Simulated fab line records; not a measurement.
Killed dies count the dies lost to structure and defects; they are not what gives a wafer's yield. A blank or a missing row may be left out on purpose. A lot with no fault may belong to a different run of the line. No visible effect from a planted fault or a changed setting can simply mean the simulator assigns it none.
Chamber matching + flow n5Finfet + N5_BEOL_M11_ETCH_65 on rieDiel-02 has 4 sister chambers
The step etches SiARC in CF4, target depth 39 nm, time 65 s. 18 wafers are shown with their chamber, then 9 later ones without.

== EACH WAFER AND ITS CHAMBER ==
| wafer  | chamber | drypumpMotorCurrentA (A) | showerheadPlenumPTorr (Torr) | oesProductAu (a.u.) |
|--------|---------|--------------------------|------------------------------|---------------------|
| L076.1 | 2       | 5.8                      | 2.10                         | 0.77                |
| L076.2 | 3       | 5.7                      | 2.25                         | 0.73                |
| L076.3 | 1       | 6.0                      | 2.12                         | 0.59                |
| L076.4 | 2       | 5.8                      | 2.10                         | 0.77                |
| L076.5 | 1       | 6.0                      | 2.12                         | 0.59                |
| L076.6 | 3       | 5.7                      | 2.25                         | 0.74                |
| L078.1 | 2       | 5.8                      | 2.10                         | 0.77                |
| L078.3 | 3       | 5.7                      | 2.25                         | 0.74                |
| L078.5 | 3       | 5.7                      | 2.25                         | 0.73                |
| L081.1 | 0       | 4.8                      | 2.13                         | 0.83                |
| L081.3 | 2       | 5.8                      | 2.09                         | 0.77                |
| L081.6 | 0       | 4.7                      | 2.13                         | 0.83                |
| L082.1 | 3       | 5.7                      | 2.24                         | 0.72                |
| L082.4 | 1       | 6.0                      | 2.12                         | 0.58                |
| L082.5 | 2       | 5.8                      | 2.09                         | 0.76                |
| L084.2 | 1       | 6.0                      | 2.11                         | 0.57                |
| L084.4 | 2       | 5.8                      | 2.09                         | 0.75                |
| L084.5 | 3       | 5.7                      | 2.24                         | 0.71                |

SIGNATURES (averages over the wafers above)
| reading               | chamber 0 | chamber 1 | chamber 2 | chamber 3 | scatter within a chamber |
|-----------------------|-----------|-----------|-----------|-----------|--------------------------|
| drypumpMotorCurrentA  | 4.750     | 6.000     | 5.800     | 5.700     | 0.0189                   |
| showerheadPlenumPTorr | 2.1300    | 2.1175    | 2.0950    | 2.2467    | 0.00506                  |
| oesProductAu          | 0.8300    | 0.5825    | 0.7650    | 0.7283    | 0.00967                  |
Rule: for each reading, subtract the chamber's mean from the wafer's reading, divide by that reading's scatter and square the result; add these up over the readings and take the root, which gives the wafer's distance from the chamber. If the next closest chamber is less than 2 further off than the closest, the wafer can't be placed; otherwise it belongs to the closest. The scatter: the root of (the sum of the squares of (reading less its chamber's mean) over the shown wafers, divided by (wafers less chambers)).

== WAFERS MISSING THEIR CHAMBER ==
| wafer  | drypumpMotorCurrentA (A) | showerheadPlenumPTorr (Torr) | oesProductAu (a.u.) |
|--------|--------------------------|------------------------------|---------------------|
| L090.2 | 5.7                      | 2.24                         | 0.71                |
| L090.5 | 5.7                      | 2.24                         | 0.70                |
| L090.6 | 5.8                      | 2.09                         | 0.75                |
| L086.1 | 5.8                      | 2.09                         | 0.75                |
| L086.3 | 5.7                      | 2.24                         | 0.71                |
| L086.4 | 6.0                      | 2.11                         | 0.58                |
| L093.3 | 5.7                      | 2.23                         | 0.69                |
| L093.4 | 5.8                      | 2.08                         | 0.74                |
| L093.6 | 6.0                      | 2.11                         | 0.87                |

== CHAMBER TAKEN BY EACH ==
| wafer  | from the rows above | in truth                   |
|--------|---------------------|----------------------------|
| L090.2 | 3                   | 3                          |
| L090.5 | 3                   | 3                          |
| L090.6 | 2                   | 2                          |
| L086.1 | 2                   | 2                          |
| L086.3 | 3                   | 3                          |
| L086.4 | 1                   | 1                          |
| L093.3 | 3                   | 3                          |
| L093.4 | 2                   | 2                          |
| L093.6 | 2                   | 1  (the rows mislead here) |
Correctly placed: 8 of 9. Number that these rows cannot place: 0. Placed wrongly: 1.
